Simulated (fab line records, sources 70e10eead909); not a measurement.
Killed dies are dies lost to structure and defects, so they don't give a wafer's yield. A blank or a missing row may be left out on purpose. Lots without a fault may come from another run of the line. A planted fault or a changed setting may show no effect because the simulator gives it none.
Chamber matching | flow nand_harc | NHARC_A_STAIRCASE_DEP_259 on pecvd-03: 3 sister chambers
The step deposits SiON, target thk 30 nm. 16 wafers are shown with their chamber, then 8 later ones without.

WAFERS WITH THEIR CHAMBER
wafer  | chamber | heater_power_w (W)
L074.2 | 1       | 809
L074.3 | 2       | 708
L074.5 | 0       | 769
L075.2 | 2       | 639
L075.3 | 1       | 764
L075.4 | 1       | 759
L083.2 | 2       | 690
L083.3 | 1       | 834
L083.4 | 2       | 726
L083.1 | 0       | 715
L083.5 | 0       | 719
L083.6 | 1       | 709
L089.3 | 0       | 726
L089.4 | 2       | 716
L089.5 | 0       | 718
L091.1 | 0       | 812

SIGNATURES (means of the wafers above)
reading        | chamber 0 | chamber 1 | chamber 2 | scatter within a chamber
heater_power_w | 743.17    | 775.00    | 695.80    | 41
Rule: a wafer's distance from a chamber is the root of the sum, over the readings, of the square of ((its reading less the chamber's mean) divided by the reading's scatter). The wafer belongs to the nearest chamber; if the next one is less than 2 further off, it can't be placed. The scatter: the root of (the sum of the squares of (reading less its chamber's mean) over the shown wafers, divided by (wafers less chambers)).

WAFERS WITHOUT THEIR CHAMBER
wafer  | heater_power_w (W)
L091.3 | 755
L091.4 | 806
L090.1 | 672
L090.5 | 723
L090.6 | 673
L093.1 | 743
L093.4 | 800
L093.6 | 737

WHICH CHAMBER EACH WENT THROUGH
wafer  | from the rows above          | in truth
L091.3 | can't be placed: 0 or 1 or 2 | 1
L091.4 | can't be placed: 1 or 0 or 2 | 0
L090.1 | can't be placed: 2 or 0 or 1 | 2
L090.5 | can't be placed: 0 or 2 or 1 | 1
L090.6 | can't be placed: 2 or 0 or 1 | 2
L093.1 | can't be placed: 0 or 1 or 2 | 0
L093.4 | can't be placed: 1 or 0 or 2 | 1
L093.6 | can't be placed: 0 or 1 or 2 | 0
Placed correctly: 0 of 8. Can't be placed from these rows: 8 (the true chamber is among the candidates in 8). Placed wrongly: 0.
